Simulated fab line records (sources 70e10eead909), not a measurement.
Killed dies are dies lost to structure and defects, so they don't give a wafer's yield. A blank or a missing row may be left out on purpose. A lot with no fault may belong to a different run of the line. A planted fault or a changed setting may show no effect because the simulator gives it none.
Which tool is to blame? ; flow nand harc ; 12 lots, 36 wafers sampled, at 7 steps of a route of 1159

WHAT THE GAUGES READ, wafer by wafer
NHARC_A_BLC_CD_MEAS_19. Usual: 100.1 nm for cd nm, sd 1.8.
lot;measured;on;cd nm (nm);flag
L119;day 17 13:26;cd sem-03;100.1 102.5 98.5;
L120;day 17 22:17;cd sem-01;100.0 102.2 98.8;
L122;day 18 00:14;cd sem-03;98.2 100.1 97.2;
L121;day 18 00:50;cd sem-01;97.6 98.5 100.7;
L124;day 19 02:05;cd sem-02;98.2 102.2 99.1;
L126;day 19 06:09;cd sem-02;99.6 99.3 99.6;
L129;day 19 20:11;cd sem-02;97.0 103.8 103.6;
L127;day 19 21:02;cd sem-01;99.1 101.8 101.5;
L130;day 20 20:19;cd sem-02;101.2 99.4 102.6;
L134;day 20 20:53;cd sem-01;102.5 97.8 104.1;
L133;day 21 08:02;cd sem-01;97.0 99.3 102.6;
L135;day 21 09:41;cd sem-03;100.9 102.1 103.4;

NHARC_A_M0_INSPECT_11. Usual: 30 for raw defect count, sd 11.
lot;measured;on;raw defect count;flag
L119;day 17 16:24;defect inspect-02;27 21 21;
L120;day 18 04:10;defect inspect-02;33 34 36;
L122;day 18 08:51;defect inspect-01;29 21 21;
L121;day 18 09:21;defect inspect-02;20 24 20;
L124;day 19 06:02;defect inspect-01;28 23 24;
L126;day 19 12:51;defect inspect-02;21 16 32;
L129;day 20 02:43;defect inspect-02;24 30 17;
L127;day 20 03:14;defect inspect-01;32 29 40;
L130;day 21 07:55;defect inspect-02;54 43 44;
L134;day 21 08:25;defect inspect-02;19 18 21;
L133;day 21 12:58;defect inspect-02;30 39 25;
L135;day 21 17:41;defect inspect-02;48 32 43;

NHARC_A_M0_THK_MEAS_24: measures by xrf. Usual: 113.8 nm for thk nm, sd 1.3.
lot;measured;on;thk nm (nm);flag
L119;day 17 19:04;film metro-02;112.9 112.6 113.8;
L120;day 18 06:33;film metro-01;112.9 114.4 116.1;
L122;day 18 11:13;film metro-01;112.0 114.3 112.8;
L121;day 18 11:44;film metro-01;115.8 113.7 113.4;
L124;day 19 08:31;film metro-01;112.7 114.4 113.2;
L126;day 19 15:14;film metro-02;110.8 114.3 113.8;
L129;day 20 05:06;film metro-01;112.9 110.7 113.7;
L127;day 20 05:37;film metro-02;114.3 115.3 113.0;
L130;day 21 10:18;film metro-01;114.5 115.1 114.7;
L134;day 21 10:49;film metro-01;110.1 113.8 112.4;
L133;day 21 15:26;film metro-02;113.1 113.8 114.5;
L135;day 21 20:18;film metro-02;115.4 119.1 113.6;

NHARC_A_M0_INSPECT_27. Usual: 431 for raw defect count, sd 100.
lot;measured;on;raw defect count;flag
L119;day 17 19:14;defect inspect-01;563 584 725;
L120;day 18 06:43;defect inspect-02;428 543 332;
L122;day 18 11:23;defect inspect-01;378 417 489;
L121;day 18 11:54;defect inspect-02;446 340 563;
L124;day 19 08:40;defect inspect-02;355 543 481;
L126;day 19 15:24;defect inspect-01;324 279 663;
L129;day 20 05:16;defect inspect-01;418 357 476;
L127;day 20 05:46;defect inspect-01;547 445 388;
L130;day 21 10:27;defect inspect-01;354 380 452;
L134;day 21 10:58;defect inspect-01;288 391 473;
L133;day 21 15:35;defect inspect-01;279 428 347;
L135;day 21 20:28;defect inspect-01;727 3113 520;OFF

NHARC_END_SORT_01. Usual: defect limited yield 95.4 %, standard deviation 1.3; killed at array 27, standard deviation 8; killed at other 0.8, standard deviation 1.2; killed at periphery 3.3, standard deviation 2.3; killed dies 31, standard deviation 8.8; killed open 3.2, standard deviation 2.1; killed short 2.1, standard deviation 1.4; sort_bin_2_pct 1.4 %, standard deviation 0.55; sort_bin_3_pct 0.25 %, standard deviation 0.2; sort_bin_4_pct 2.9 %, standard deviation 0.92; sort n pass 646, standard deviation 8.8; sort rim yield pct 95.5 %, standard deviation 2.7; sort yield pct 95.4 %, standard deviation 1.3.
lot;measured;on;defect limited yield (%);killed at array;killed at other;killed at periphery;killed dies;killed open;killed short;sort_bin_2_pct (%);sort_bin_3_pct (%);sort_bin_4_pct (%);sort n pass;sort rim yield pct (%);sort yield pct (%);flag
L119;day 19 09:50;prober-02;95.7 94.4 96.2;25 35 22;1 0 1;3 3 3;29 38 26;4 11 4;1 4 3;1.5 2.1 1.0;0.30 0.15 0.30;2.5 3.4 2.5;648 639 651;100.0 97.2 98.1;95.7 94.4 96.2;
L120;day 20 05:32;prober-02;95.1 94.8 95.4;33 35 28;0 0 1;0 0 2;33 35 31;3 5 2;3 1 3;1.5 0.6 0.7;0 0.44 0.44;3.4 4.1 3.4;644 642 646;95.3 96.2 94.3;95.1 94.8 95.4;
L122;day 20 06:18;prober-01;94.7 95.4 95.0;27 23 24;0 0 0;9 8 10;36 31 34;3 5 4;3 2 5;1.3 0.7 1.8;0 0.59 0.15;4.0 3.2 3.1;641 646 643;90.6 97.2 95.3;94.7 95.4 95.0;
L121;day 20 14:07;prober-01;96.0 95.3 96.0;24 28 24;1 0 0;2 4 3;27 32 27;3 0 6;2 6 5;1.0 1.5 1.3;0.44 0.59 0.30;2.5 2.7 2.4;650 645 650;98.1 94.3 96.2;96.0 95.3 96.0;
L124;day 21 03:27;prober-02;96.0 96.5 96.3;25 21 25;0 1 0;2 2 0;27 24 25;5 4 1;4 1 1;1.3 1.0 1.6;0.15 0.15 0;2.5 2.4 2.1;650 653 652;91.5 97.2 97.2;96.0 96.5 96.3;
L126;day 21 11:08;prober-01;96.8 97.5 94.7;20 14 32;0 0 0;2 3 4;22 17 36;0 1 3;4 3 4;2.1 1.2 1.5;0.15 0 0.30;1.0 1.3 3.5;655 660 641;97.2 100.0 96.2;96.8 97.5 94.7;
L129;day 21 21:26;prober-01;97.5 96.5 97.2;16 22 14;0 0 1;1 2 4;17 24 19;3 1 3;2 2 2;0.9 1.3 0.6;0 0.30 0.15;1.6 1.9 2.1;660 653 658;96.2 90.6 95.3;97.5 96.5 97.2;
L127;day 21 21:49;prober-02;94.4 94.5 94.7;33 30 32;1 0 0;4 7 4;38 37 36;3 4 4;5 1 1;1.9 1.3 2.1;0.44 0.15 0.15;3.2 4.0 3.1;639 640 641;97.2 96.2 88.7;94.4 94.5 94.7;
L130;day 23 01:47;prober-01;92.9 95.3 94.7;43 30 29;4 0 2;1 2 5;48 32 36;1 2 2;1 0 1;3.2 1.3 1.2;0.59 0.30 0.15;3.2 3.1 4.0;629 645 641;98.1 93.4 94.3;92.9 95.3 94.7;
L134;day 23 09:38;prober-02;97.5 96.6 96.6;13 20 20;2 1 2;2 2 1;17 23 23;2 2 2;0 4 1;0.6 0.6 0.3;0.15 0.15 0.15;1.8 2.7 3.0;660 654 654;94.3 98.1 98.1;97.5 96.6 96.6;
L133;day 23 01:43;prober-02;95.0 94.4 97.2;26 36 18;1 1 0;7 1 1;34 38 19;2 3 2;1 5 1;1.6 1.5 1.0;0.15 0.30 0;3.2 3.8 1.8;643 639 658;100.0 93.4 93.4;95.0 94.4 97.2;
L135;day 23 11:49;prober-01;93.1 0 93.5;40 670 38;2 3 1;5 4 5;47 677 44;0 3 0;1 2 1;2.7 1.2 1.6;0.15 94.98 0.30;4.1 3.8 4.6;630 0 633;96.2 0 98.1;93.1 0 93.5;OFF

EACH LOT AND THE TOOL THAT RAN IT (in order: tool; ch and the chambers of the sampled wafers; start)
lot;NHARC_A_M0_DEGAS_28;NHARC_A_M0_CMP_23
L119;pvd sputter-03, day 17 17:27;cmp-03 ch 0,1, day 17 18:46
L120;pvd sputter-01, day 18 05:11;cmp-01 ch 0,1, day 18 06:16
L122;pvd sputter-01, day 18 09:49;cmp-03 ch 0,1,3, day 18 10:56
L121;pvd sputter-01, day 18 10:21;cmp-01 ch 1,2, day 18 11:26
L124;pvd sputter-02, day 19 07:04;cmp-04 ch 0,1,3, day 19 08:13
L126;pvd sputter-01, day 19 13:50;cmp-03 ch 0,2,3, day 19 14:55
L129;pvd sputter-01, day 20 03:43;cmp-01 ch 0,1,2, day 20 04:49
L127;pvd sputter-01, day 20 04:13;cmp-03 ch 1,3, day 20 05:20
L130;pvd sputter-02, day 21 08:55;cmp-03 ch 0,3, day 21 10:01
L134;pvd sputter-03, day 21 09:25;cmp-01 ch 1,3, day 21 10:31
L133;pvd sputter-01, day 21 14:02;cmp-01 ch 0,2,3, day 21 15:07
L135;pvd sputter-02, day 21 18:40;cmp-01 ch 0,1,3, day 21 20:01
- NHARC_A_M0_DEGAS_28: time 60 s.
- NHARC_A_M0_CMP_23: polishes, t overpolish 20 s, target thk 113.75 nm.

WHAT THE TOOLS THEMSELVES READ (means of the sampled wafers that have a number; where no wafer has one, the mark that the record gives instead)
NHARC_A_M0_DEGAS_28. Usual: 338 W for heater power w, sd 41.
lot;tool;heater power w (W);flag
L119;pvd sputter-03;375;
L120;pvd sputter-01;319;
L122;pvd sputter-01;297;
L121;pvd sputter-01;326;
L124;pvd sputter-02;376;
L126;pvd sputter-01;298;
L129;pvd sputter-01;308;
L127;pvd sputter-01;296;
L130;pvd sputter-02;375;
L134;pvd sputter-03;337;
L133;pvd sputter-01;310;
L135;pvd sputter-02;364;

NHARC_A_M0_CMP_23. Usual: motor current A 12.0 A, standard deviation 1.3; time to endpoint s 29.5 s, standard deviation 2.6.
lot;tool;motor current A (A);time to endpoint s (s);flag
L119;cmp-03;13.3;25.4;
L120;cmp-01;12.3;30.5;
L122;cmp-03;11.8;28.2;
L121;cmp-01;11.9;28.8;
L124;cmp-04;10.9;27.4;
L126;cmp-03;12.7;31.6;
L129;cmp-01;12.0;27.0;
L127;cmp-03;10.9;28.4;
L130;cmp-03;12.9;32.3;
L134;cmp-01;12.2;28.6;
L133;cmp-01;12.2;30.4;
L135;cmp-01;12.0;31.8;

THE ANSWER, worked out from the rows above alone
Rule: a lot counts as off when the mean over its wafers that have a number is more than 3 standard deviations away from the usual mean. A lot without any number at a reading at which 4 lots or more have one is off too. Any other lot the step has rows for is counted as sound. Order of review: gauges by route order, followed by the tools' own readings, for which a lot's mean as printed above is used. At the first step where some lot is off, the reading lying furthest off is the one used; lots without a number count as furthest.
Off at NHARC_A_M0_INSPECT_27 (raw defect count): L135.
A tool fits if, at a process step before that reading, it ran every lot that is off, and no sound lot after the first of them. Not tried: the gauges at NHARC_A_M0_INSPECT_27; whatever is off there is also off at NHARC_END_SORT_01, on other tools, and gauge error can't account for it. 2 tools fit, pvd sputter-02 at NHARC_A_M0_DEGAS_28 and cmp-01 at NHARC_A_M0_CMP_23, so this cannot tell which one it is.

WHAT THE SIMULATOR HAD INSERTED
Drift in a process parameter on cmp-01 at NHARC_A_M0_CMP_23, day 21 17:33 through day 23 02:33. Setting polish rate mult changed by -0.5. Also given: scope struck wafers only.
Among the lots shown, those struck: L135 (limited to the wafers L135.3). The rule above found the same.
